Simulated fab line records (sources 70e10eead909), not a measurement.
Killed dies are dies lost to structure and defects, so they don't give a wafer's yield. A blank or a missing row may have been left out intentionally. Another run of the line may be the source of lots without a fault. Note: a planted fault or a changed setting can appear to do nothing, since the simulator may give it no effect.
Which tool was responsible?    flow nand_harc    24 lots, 72 wafers sampled, at 6 steps of a route of 1159

## WHAT THE GAUGES SHOWED, per wafer
NHARC_P_M2_INSPECT_27. Usual: raw_defect_count 317, standard deviation 110.
lot   measured      on                 raw_defect_count  flag
L074  day 6 10:08   defect_inspect-02  221 386 276       
L075  day 6 19:14   defect_inspect-01  273 523 284       
L076  day 6 19:55   defect_inspect-02  176 270 201       
L077  day 7 04:58   defect_inspect-01  204 138 150       
L078  day 7 06:39   defect_inspect-02  342 230 247       
L081  day 7 22:01   defect_inspect-01  346 474 391       
L080  day 7 23:14   defect_inspect-01  523 258 447       
L079  day 8 00:27   defect_inspect-02  401 204 270       
L082  day 8 05:53   defect_inspect-02  311 716 352       
L083  day 8 09:28   defect_inspect-01  450 309 421       
L084  day 8 14:38   defect_inspect-01  335 321 205       
L087  day 9 11:10   defect_inspect-01  289 329 380       
L086  day 9 12:09   defect_inspect-02  318 365 256       
L085  day 10 08:20  defect_inspect-02  356 481 238       
L088  day 10 09:40  defect_inspect-02  372 542 487       
L090  day 10 16:11  defect_inspect-01  433 287 512       
L089  day 10 16:53  defect_inspect-01  194 209 234       
L091  day 10 17:53  defect_inspect-02  223 329 296       
L094  day 11 01:38  defect_inspect-02  289 318 243       
L093  day 11 03:33  defect_inspect-01  314 173 292       
L092  day 11 03:56  defect_inspect-02  361 253 314       
L095  day 11 16:41  defect_inspect-02  333 327 296       
L096  day 11 17:35  defect_inspect-01  200 245 181       
L097  day 12 01:58  defect_inspect-01  333 161 201       

NHARC_A_SOURCE_PLATE_THK_MEAS_09: measures by ellipsometry. Usual: thk_nm 9.8 nm, standard deviation 1.
lot   measured      on             thk_nm (nm)     flag
L074  day 7 00:50   film_metro-02  8.3 8.3 10.7    
L075  day 7 10:29   film_metro-02  10.7 10.1 10.5  
L076  day 7 10:29   film_metro-01  9.9 9.9 9.8     
L077  day 7 20:13   film_metro-02  10.4 10.5 11.3  
L078  day 7 20:12   film_metro-01  9.2 9.6 8.8     
L081  day 8 13:19   film_metro-02  10.7 9.4 9.4    
L080  day 8 13:19   film_metro-01  9.5 11.1 8.4    
L079  day 8 13:19   film_metro-01  9.3 9.6 8.6     
L082  day 8 21:02   film_metro-01  9.5 10.7 9.6    
L083  day 9 00:47   film_metro-01  12.3 9.1 8.5    
L084  day 9 08:01   film_metro-02  8.9 8.8 9.9     
L087  day 10 01:52  film_metro-02  10.0 11.1 9.7   
L086  day 10 01:52  film_metro-01  8.8 8.7 11.6    
L085  day 10 23:23  film_metro-02  10.2 9.3 9.1    
L088  day 10 23:23  film_metro-01  10.0 9.0 9.6    
L090  day 11 06:56  film_metro-01  9.5 9.9 10.3    
L089  day 11 06:58  film_metro-02  9.1 10.7 8.5    
L091  day 11 06:58  film_metro-01  8.5 9.8 10.0    
L094  day 11 16:26  film_metro-01  9.5 11.7 9.3    
L093  day 11 16:26  film_metro-02  10.3 10.6 11.3  
L092  day 11 16:26  film_metro-01  8.5 10.1 9.9    
L095  day 12 07:38  film_metro-02  9.3 9.1 10.8    
L096  day 12 07:38  film_metro-01  9.6 10.9 8.8    
L097  day 12 17:25  film_metro-02  8.6 8.7 10.4    

NHARC_A_CHANNEL_HOLE_D1_CD_MEAS_18. Usual: cd_nm 99.4 nm, standard deviation 2.1.
lot   measured      on         cd_nm (nm)         flag
L074  day 8 07:41   cd_sem-03  100.6 102.3 100.5  
L075  day 8 19:13   cd_sem-02  100.4 95.6 99.1    
L076  day 8 19:02   cd_sem-03  101.1 98.5 102.5   
L077  day 9 04:37   cd_sem-02  100.9 100.8 96.2   
L078  day 9 04:23   cd_sem-03  100.0 99.6 99.5    
L081  day 9 22:07   cd_sem-02  101.5 98.1 101.6   
L080  day 9 21:58   cd_sem-02  99.7 99.8 97.5     
L079  day 9 22:34   cd_sem-01  98.1 96.3 95.6     
L082  day 10 05:34  cd_sem-01  96.6 100.3 99.0    
L083  day 10 04:59  cd_sem-02  100.4 98.5 98.3    
L084  day 10 15:26  cd_sem-02  97.6 97.3 97.1     
L087  day 11 08:28  cd_sem-01  98.6 99.1 99.3     
L086  day 11 08:38  cd_sem-01  95.9 102.6 100.3   
L085  day 12 08:56  cd_sem-03  101.5 98.9 99.9    
L088  day 12 09:09  cd_sem-01  105.3 101.3 98.3   
L090  day 12 15:47  cd_sem-01  103.3 98.3 99.1    
L089  day 12 16:38  cd_sem-01  102.4 100.3 101.1  
L091  day 12 15:26  cd_sem-02  98.9 93.9 103.7    
L094  day 13 01:46  cd_sem-02  98.8 97.3 95.8     
L093  day 13 01:25  cd_sem-03  100.4 101.2 100.0  
L092  day 12 23:34  cd_sem-03  98.8 98.1 102.2    
L095  day 13 19:21  cd_sem-02  99.4 99.3 100.8    
L096  day 13 17:19  cd_sem-02  97.7 97.2 99.1     
L097  day 14 02:26  cd_sem-01  98.6 98.3 99.9     

## WHAT TOOL EACH LOT RAN ON (gives the tool, then ch and the chambers of the sampled wafers, and finally the start)
lot   NHARC_P_BONDPAD_DEP_00                      NHARC_P_BONDPAD_ETCH_37             NHARC_P_BONDPAD_PRE_CLEAN_26
L074  pecvd-03 ch 1,2, day 6 10:47                rie_diel-02 ch 0,1,3, day 6 12:05   pvd_sputter-01, day 7 00:50 or earlier
L075  pecvd-04 ch 1,2, day 6 19:50                rie_diel-02 ch 0,1,3, day 6 21:19   pvd_sputter-01, day 7 10:29 or earlier
L076  pecvd-03 ch 0,1, day 6 22:02 or earlier     rie_diel-02 ch 0,2, day 6 22:02     pvd_sputter-03, day 7 10:29 or earlier
L077  pecvd-02 ch 0,2, day 7 05:52                rie_diel-07 ch 0,1, day 7 07:16     pvd_sputter-03, day 7 20:13 or earlier
L078  pecvd-04 ch 0,1, day 7 07:18                rie_diel-10 ch 0,2, day 7 08:46     pvd_sputter-02, day 7 20:12 or earlier
L081  pecvd-03 ch 0,1, day 8 00:07 or earlier     rie_diel-02 ch 0,2,3, day 8 00:07   pvd_sputter-03, day 8 13:19 or earlier
L080  pecvd-03 ch 0,1,2, day 7 23:50              rie_diel-02 ch 0,2, day 8 01:20     pvd_sputter-02, day 8 13:19 or earlier
L079  pecvd-03 ch 0,1,2, day 8 02:42 or earlier   rie_diel-02 ch 0,1,3, day 8 02:42   pvd_sputter-02, day 8 13:19 or earlier
L082  pecvd-02 ch 0,1,2, day 8 06:37              rie_diel-02 ch 0,1,3, day 8 08:02   pvd_sputter-01, day 8 21:02 or earlier
L083  pecvd-04 ch 0,1, day 8 10:07                rie_diel-07 ch 0,1, day 8 11:35     pvd_sputter-02, day 9 00:47 or earlier
L084  pecvd-04 ch 0,1, day 8 16:41 or earlier     rie_diel-02 ch 0,1,3, day 8 16:41   pvd_sputter-03, day 9 08:01 or earlier
L087  pecvd-02 ch 0,1,2, day 9 13:06 or earlier   rie_diel-10 ch 0,1,3, day 9 13:06   pvd_sputter-03, day 10 01:52 or earlier
L086  pecvd-02 ch 0,2, day 9 12:43                rie_diel-02 ch 0,2,3, day 9 14:15   pvd_sputter-03, day 10 01:52 or earlier
L085  pecvd-04 ch 0,1, day 10 10:25 or earlier    rie_diel-02 ch 0,1,2, day 10 10:25  pvd_sputter-03, day 10 23:23 or earlier
L088  pecvd-03 ch 0,2, day 10 10:22               rie_diel-02 ch 0,1,2, day 10 11:48  pvd_sputter-03, day 10 23:23 or earlier
L090  pecvd-04 ch 0,2, day 10 16:44               rie_diel-02 ch 0,1,2, day 10 18:11  pvd_sputter-02, day 11 06:56 or earlier
L089  pecvd-04 ch 0,1,2, day 10 18:53 or earlier  rie_diel-02 ch 2,3, day 10 18:53    pvd_sputter-01, day 11 06:58 or earlier
L091  pecvd-04 ch 1,2, day 10 20:01 or earlier    rie_diel-02 ch 0,2, day 10 20:01    pvd_sputter-01, day 11 06:58 or earlier
L094  pecvd-02 ch 1,2, day 11 02:11               rie_diel-02 ch 0,1,2, day 11 03:43  pvd_sputter-01, day 11 16:26 or earlier
L093  pecvd-02 ch 0,1, day 11 04:09               rie_diel-02 ch 1,2, day 11 05:31    pvd_sputter-01, day 11 16:26 or earlier
L092  pecvd-03 ch 1,2, day 11 04:29               rie_diel-02 ch 0,2, day 11 06:01    pvd_sputter-03, day 11 16:26 or earlier
L095  pecvd-03 ch 0,2, day 11 17:14               rie_diel-02 ch 0,1,3, day 11 19:07  pvd_sputter-02, day 12 07:38 or earlier
L096  pecvd-04 ch 0,1,2, day 11 19:34 or earlier  rie_diel-02 ch 0,1,3, day 11 19:34  pvd_sputter-02, day 12 07:38 or earlier
L097  pecvd-04 ch 0,1,2, day 12 04:16 or earlier  rie_diel-10 ch 1,2,3, day 12 04:16  pvd_sputter-01, day 12 17:25 or earlier
- NHARC_P_BONDPAD_DEP_00: deposits SiCN, target thk 250 nm.
- NHARC_P_BONDPAD_ETCH_37: etches the open film in N2/H2, target depth 60 nm, overetch 18 nm, time 65.91 s.
- NHARC_P_BONDPAD_PRE_CLEAN_26: time 30 s.

## AS READ BY THE TOOLS THEMSELVES (means over the sampled wafers that have a number; for cases with no such wafer, the mark the record gives instead)
NHARC_P_BONDPAD_DEP_00. Usual: heater_power_outer_w 315 W, standard deviation 50; heater_power_w 546 W, standard deviation 70.
lot   tool      heater_power_outer_w (W)  heater_power_w (W)  flag
L074  pecvd-03  269                       490                 
L075  pecvd-04  317                       540                 
L076  pecvd-03  311                       549                 
L077  pecvd-02  296                       560                 
L078  pecvd-04  278                       473                 
L081  pecvd-03  328                       579                 
L080  pecvd-03  329                       574                 
L079  pecvd-03  286                       528                 
L082  pecvd-02  317                       562                 
L083  pecvd-04  290                       493                 
L084  pecvd-04  284                       490                 
L087  pecvd-02  358                       615                 
L086  pecvd-02  277                       558                 
L085  pecvd-04  282                       463                 
L088  pecvd-03  280                       509                 
L090  pecvd-04  295                       500                 
L089  pecvd-04  320                       534                 
L091  pecvd-04  363                       592                 
L094  pecvd-02  368                       601                 
L093  pecvd-02  370                       603                 
L092  pecvd-03  282                       509                 
L095  pecvd-03  297                       545                 
L096  pecvd-04  315                       520                 
L097  pecvd-04  329                       549                 

NHARC_P_BONDPAD_ETCH_37. Usual: drypump_motor_current_A 5.9 A, standard deviation 0.33; oes_product_au 1.000 a.u., standard deviation 0.0087; rf_vpp_V 431.6 V, standard deviation 2.5; showerhead_plenum_p_Torr 2.08 Torr, standard deviation 0.09; throttle_valve_pct 14.171 %, standard deviation 0.0086.
lot   tool         drypump_motor_current_A (A)  oes_product_au (a.u.)  rf_vpp_V (V)  showerhead_plenum_p_Torr (Torr)  throttle_valve_pct (%)  flag
L074  rie_diel-02  6.1                          1.001                  433.2         2.12                             14.165                  
L075  rie_diel-02  6.1                          1.000                  433.0         2.12                             14.179                  
L076  rie_diel-02  5.8                          0.999                  432.8         2.11                             14.170                  
L077  rie_diel-07  5.6                          1.018                  432.4         2.10                             14.171                  
L078  rie_diel-10  5.6                          1.000                  428.7         1.97                             14.179                  
L081  rie_diel-02  5.9                          0.997                  433.1         2.11                             14.188                  
L080  rie_diel-02  5.8                          0.987                  432.4         2.11                             14.178                  
L079  rie_diel-02  6.1                          0.996                  432.9         2.11                             14.164                  
L082  rie_diel-02  6.1                          1.004                  432.3         2.11                             14.171                  
L083  rie_diel-07  5.6                          1.009                  432.6         2.12                             14.171                  
L084  rie_diel-02  6.1                          1.000                  432.5         2.11                             14.163                  
L087  rie_diel-10  5.4                          0.999                  433.1         2.10                             14.167                  
L086  rie_diel-02  5.9                          1.002                  432.1         2.11                             14.168                  
L085  rie_diel-02  6.0                          1.012                  431.0         2.05                             14.166                  
L088  rie_diel-02  6.0                          0.996                  431.4         2.05                             14.175                  
L090  rie_diel-02  6.0                          0.999                  430.9         2.05                             14.172                  
L089  rie_diel-02  5.8                          1.004                  430.6         2.04                             14.167                  
L091  rie_diel-02  5.7                          0.996                  430.2         2.05                             14.175                  
L094  rie_diel-02  6.0                          1.005                  430.6         2.05                             14.171                  
L093  rie_diel-02  5.9                          0.997                  429.2         1.98                             14.174                  
L092  rie_diel-02  5.8                          0.998                  432.7         2.11                             14.171                  
L095  rie_diel-02  6.1                          0.999                  432.5         2.11                             14.166                  
L096  rie_diel-02  6.1                          1.004                  432.0         2.11                             14.174                  
L097  rie_diel-10  5.5                          1.008                  430.4         2.04                             14.172                  

NHARC_P_BONDPAD_PRE_CLEAN_26. Usual: heater_power_w 431 W, standard deviation 50.
lot   tool            heater_power_w (W)  flag
L074  pvd_sputter-01  432                 
L075  pvd_sputter-01  431                 
L076  pvd_sputter-03  380                 
L077  pvd_sputter-03  482                 
L078  pvd_sputter-02  450                 
L081  pvd_sputter-03  402                 
L080  pvd_sputter-02  372                 
L079  pvd_sputter-02  414                 
L082  pvd_sputter-01  427                 
L083  pvd_sputter-02  417                 
L084  pvd_sputter-03  424                 
L087  pvd_sputter-03  432                 
L086  pvd_sputter-03  461                 
L085  pvd_sputter-03  449                 
L088  pvd_sputter-03  459                 
L090  pvd_sputter-02  419                 
L089  pvd_sputter-01  420                 
L091  pvd_sputter-01  415                 
L094  pvd_sputter-01  417                 
L093  pvd_sputter-01  441                 
L092  pvd_sputter-03  485                 
L095  pvd_sputter-02  427                 
L096  pvd_sputter-02  421                 
L097  pvd_sputter-01  429                 

## THE ANSWER, worked out from the rows above alone
Rule: lot off if the mean of its wafers having a number is beyond 3 standard deviations from the usual mean. Also off: a lot with no number at a reading for which 4 or more lots have one. All remaining lots with rows at the step are treated as sound. After the gauges, taken in route order, come the tools' own readings; for these a lot's mean is taken, as printed above. The first step at which some lot is off is used, and at that step the reading that is off furthest; a lot without a number counts as furthest.
Across all readings shown, no lot is off: no conclusion can be drawn from this.

## WHAT HAD BEEN PUT IN BY THE SIMULATOR
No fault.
